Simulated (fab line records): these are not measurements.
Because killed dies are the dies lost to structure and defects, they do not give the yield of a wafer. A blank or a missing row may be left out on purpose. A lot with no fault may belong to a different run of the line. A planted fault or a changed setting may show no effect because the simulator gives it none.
Chamber matching || flow n5_finfet || N5_BEOL_M0_CMP_120 on cmp-03 has 4 sister chambers
The step polishes, stops on SiOC, t overpolish 6.9 s. 18 wafers are shown with their chamber, then 9 later ones without.

WAFERS PAIRED WITH THEIR CHAMBERS
{"wafer": "L078.1", "chamber": 1, "motor_current_A (A)": 5.2, "slurry_flow_ml_min": 150.1, "time_to_endpoint_s (s)": 65}
{"wafer": "L078.2", "chamber": 0, "motor_current_A (A)": 6.1, "slurry_flow_ml_min": 149.9, "time_to_endpoint_s (s)": 67}
{"wafer": "L078.4", "chamber": 2, "motor_current_A (A)": 6.3, "slurry_flow_ml_min": 149.9, "time_to_endpoint_s (s)": 67}
{"wafer": "L079.2", "chamber": 1, "motor_current_A (A)": 5.7, "slurry_flow_ml_min": 150.5, "time_to_endpoint_s (s)": 65}
{"wafer": "L079.3", "chamber": 2, "motor_current_A (A)": 6.2, "slurry_flow_ml_min": 150.4, "time_to_endpoint_s (s)": 69}
{"wafer": "L079.5", "chamber": 3, "motor_current_A (A)": 5.6, "slurry_flow_ml_min": 150.2, "time_to_endpoint_s (s)": 67}
{"wafer": "L086.1", "chamber": 2, "motor_current_A (A)": 6.2, "slurry_flow_ml_min": 149.7, "time_to_endpoint_s (s)": 70}
{"wafer": "L086.3", "chamber": 0, "motor_current_A (A)": 6.0, "slurry_flow_ml_min": 149.5, "time_to_endpoint_s (s)": 66}
{"wafer": "L086.4", "chamber": 1, "motor_current_A (A)": 5.3, "slurry_flow_ml_min": 149.8, "time_to_endpoint_s (s)": 68}
{"wafer": "L087.3", "chamber": 2, "motor_current_A (A)": 6.4, "slurry_flow_ml_min": 150.8, "time_to_endpoint_s (s)": 66}
{"wafer": "L087.4", "chamber": 1, "motor_current_A (A)": 5.2, "slurry_flow_ml_min": 151.0, "time_to_endpoint_s (s)": 65}
{"wafer": "L087.6", "chamber": 2, "motor_current_A (A)": 6.3, "slurry_flow_ml_min": 149.8, "time_to_endpoint_s (s)": 66}
{"wafer": "L090.3", "chamber": 3, "motor_current_A (A)": 5.7, "slurry_flow_ml_min": 150.8, "time_to_endpoint_s (s)": 69}
{"wafer": "L090.5", "chamber": 3, "motor_current_A (A)": 5.4, "slurry_flow_ml_min": 150.7, "time_to_endpoint_s (s)": 71}
{"wafer": "L090.6", "chamber": 2, "motor_current_A (A)": 6.1, "slurry_flow_ml_min": 150.5, "time_to_endpoint_s (s)": 67}
{"wafer": "L092.1", "chamber": 3, "motor_current_A (A)": 5.2, "slurry_flow_ml_min": 150.1, "time_to_endpoint_s (s)": 68}
{"wafer": "L092.3", "chamber": 0, "motor_current_A (A)": 6.1, "slurry_flow_ml_min": 149.5, "time_to_endpoint_s (s)": 63}
{"wafer": "L092.6", "chamber": 0, "motor_current_A (A)": 6.1, "slurry_flow_ml_min": 149.0, "time_to_endpoint_s (s)": 64}

SIGNATURES, as means of the wafers listed above
{"reading": "motor_current_A", "chamber 0": 6.075, "chamber 1": 5.350, "chamber 2": 6.250, "chamber 3": 5.475, "scatter within a chamber": 0.165}
{"reading": "slurry_flow_ml_min", "chamber 0": 149.475, "chamber 1": 150.350, "chamber 2": 150.183, "chamber 3": 150.450, "scatter within a chamber": 0.429}
{"reading": "time_to_endpoint_s", "chamber 0": 65.00, "chamber 1": 65.75, "chamber 2": 67.50, "chamber 3": 68.75, "scatter within a chamber": 1.67}
Rule: a wafer lies at a distance from a chamber equal to the root of the sum of squares, over the readings, of (its reading less the chamber's mean, divided by the reading's scatter). If the next closest chamber is less than 2 further off than the closest, the wafer can't be placed; otherwise it belongs to the closest. The scatter: the root of (the sum of the squares of (reading less its chamber's mean) over the shown wafers, divided by (wafers less chambers)).

WAFERS WITH NO CHAMBER GIVEN
{"wafer": "L094.1", "motor_current_A (A)": 6.1, "slurry_flow_ml_min": 149.5, "time_to_endpoint_s (s)": 59}
{"wafer": "L094.2", "motor_current_A (A)": 5.2, "slurry_flow_ml_min": 150.8, "time_to_endpoint_s (s)": 63}
{"wafer": "L094.6", "motor_current_A (A)": 6.0, "slurry_flow_ml_min": 151.2, "time_to_endpoint_s (s)": 61}
{"wafer": "L095.1", "motor_current_A (A)": 5.2, "slurry_flow_ml_min": 150.4, "time_to_endpoint_s (s)": 61}
{"wafer": "L095.5", "motor_current_A (A)": 5.4, "slurry_flow_ml_min": 149.6, "time_to_endpoint_s (s)": 63}
{"wafer": "L095.6", "motor_current_A (A)": 6.4, "slurry_flow_ml_min": 150.3, "time_to_endpoint_s (s)": 60}
{"wafer": "L097.1", "motor_current_A (A)": 6.5, "slurry_flow_ml_min": 150.3, "time_to_endpoint_s (s)": 61}
{"wafer": "L097.3", "motor_current_A (A)": 6.2, "slurry_flow_ml_min": 150.0, "time_to_endpoint_s (s)": 61}
{"wafer": "L097.5", "motor_current_A (A)": 5.2, "slurry_flow_ml_min": 149.5, "time_to_endpoint_s (s)": 63}

WHICH CHAMBER EACH WENT THROUGH
{"wafer": "L094.1", "from the rows above": "can't be placed: 0 or 2", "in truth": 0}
{"wafer": "L094.2", "from the rows above": "can't be placed: 1 or 3", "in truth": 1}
{"wafer": "L094.6", "from the rows above": "can't be placed: 0 or 2 or 1 or 3", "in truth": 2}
{"wafer": "L095.1", "from the rows above": "can't be placed: 1 or 3", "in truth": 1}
{"wafer": "L095.5", "from the rows above": "can't be placed: 1 or 3 or 0", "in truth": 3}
{"wafer": "L095.6", "from the rows above": "can't be placed: 0 or 2", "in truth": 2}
{"wafer": "L097.1", "from the rows above": "can't be placed: 0 or 2", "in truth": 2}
{"wafer": "L097.3", "from the rows above": "can't be placed: 0 or 2", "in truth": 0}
{"wafer": "L097.5", "from the rows above": "can't be placed: 1 or 3", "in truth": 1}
Correctly placed: 0 of 9. Not placeable from these rows: 9 (in 9, the candidates include the true chamber). Number placed wrongly: 0.
